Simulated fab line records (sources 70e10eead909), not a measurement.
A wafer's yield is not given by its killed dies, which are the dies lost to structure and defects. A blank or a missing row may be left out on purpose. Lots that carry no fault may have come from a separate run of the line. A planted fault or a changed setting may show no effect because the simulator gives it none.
What tool caused it? / flow nand harc / 6 lots with 18 wafers sampled at 6 steps, on a route of 1302 steps

== WHAT THE GAUGES SHOWED, per wafer ==
NHARC_END_SORT_01.
lot=L652; measured=day 31 13:26; on=prober-02; defect limited yield (%)=88.6 90.3 90.1
lot=L656; measured=day 33 12:49; on=prober-01; defect limited yield (%)=94.8 96.2 95.6

== WHICH TOOL RAN EACH LOT (tool, then ch and the chambers of the sampled wafers, then the start) ==
lot=L636; NHARC_A_M0_DEP_32=pecvd-04 ch 1,2, day 24 06:47; NHARC_A_M1_PRE_CLEAN_30=pvd sputter-01, day 24 09:41 or earlier; NHARC_A_M1_ECD_22=ecd cu-01 ch 0,1, day 24 09:41; NHARC_A_M1_CMP_23=cmp-04 ch 1,2, day 24 10:24; NHARC_A_M1_DEP_33=pecvd-02 ch 0,2, day 24 11:01
lot=L639; NHARC_A_M0_DEP_32=pecvd-02 ch 0,1, day 26 02:43; NHARC_A_M1_PRE_CLEAN_30=pvd sputter-01, day 26 05:38 or earlier; NHARC_A_M1_ECD_22=ecd cu-01 ch 0,1, day 26 05:38; NHARC_A_M1_CMP_23=cmp-03 ch 0,2,3, day 26 06:22; NHARC_A_M1_DEP_33=pecvd-02 ch 0,1,2, day 26 06:56
lot=L647; NHARC_A_M0_DEP_32=pecvd-02 ch 0,1, day 28 13:59; NHARC_A_M1_PRE_CLEAN_30=pvd sputter-01, day 28 16:48 or earlier; NHARC_A_M1_ECD_22=ecd cu-01 ch 0,1, day 28 16:48; NHARC_A_M1_CMP_23=cmp-03 ch 0,1,2, day 28 17:34; NHARC_A_M1_DEP_33=pecvd-03 ch 0,1, day 28 18:12
lot=L652; NHARC_A_M0_DEP_32=pecvd-02 ch 0,1,2, day 29 18:09; NHARC_A_M1_PRE_CLEAN_30=pvd sputter-03, day 29 22:34 or earlier; NHARC_A_M1_ECD_22=ecd cu-02 ch 0,1, day 29 22:34; NHARC_A_M1_CMP_23=cmp-03 ch 0,1,2, day 29 23:18; NHARC_A_M1_DEP_33=pecvd-03 ch 0,1,2, day 29 23:52
lot=L656; NHARC_A_M0_DEP_32=pecvd-02 ch 0,1,2, day 31 21:44; NHARC_A_M1_PRE_CLEAN_30=pvd sputter-01, day 32 00:37 or earlier; NHARC_A_M1_ECD_22=ecd cu-01 ch 0,1, day 32 00:37; NHARC_A_M1_CMP_23=cmp-03 ch 1,2, day 32 01:14; NHARC_A_M1_DEP_33=pecvd-04 ch 0,1,2, day 32 01:52
lot=L657; NHARC_A_M0_DEP_32=pecvd-04 ch 0,2, day 33 00:38; NHARC_A_M1_PRE_CLEAN_30=pvd sputter-02, day 33 03:21 or earlier; NHARC_A_M1_ECD_22=ecd cu-01 ch 0,1, day 33 03:21; NHARC_A_M1_CMP_23=cmp-03 ch 0,1,3, day 33 04:06; NHARC_A_M1_DEP_33=pecvd-04 ch 0,1, day 33 04:38
- NHARC_A_M0_DEP_32: deposits SiCN, target thk 30 nm.
- NHARC_A_M1_PRE_CLEAN_30: time 30 s.
- NHARC_A_M1_ECD_22: material Cu, target thk 400 nm.
- NHARC_A_M1_CMP_23: polishes, t overpolish 20 s, target thk 154.34 nm.
- NHARC_A_M1_DEP_33: deposits SiCN, target thk 30 nm.

== THE ANSWER, worked out from the rows above alone ==
Rule: what is usual is taken from the lots themselves. The widest of any qualifying gaps counts: lots, ordered by their means at a reading, are off when they make up no more than a third of the lots, leave a main group of 4 or more, and stand apart from it by 3 or more times the standard deviation of that group's means. If all means in a main group match to the digits the tables above print for the reading, that group is not used. A lot without any number at a reading at which 4 lots or more have one is off too. The other lots that the step has rows for count as sound.
No lot is off on any of the readings shown, so nothing can be concluded from this.

== WHAT THE SIMULATOR HAD PUT IN ==
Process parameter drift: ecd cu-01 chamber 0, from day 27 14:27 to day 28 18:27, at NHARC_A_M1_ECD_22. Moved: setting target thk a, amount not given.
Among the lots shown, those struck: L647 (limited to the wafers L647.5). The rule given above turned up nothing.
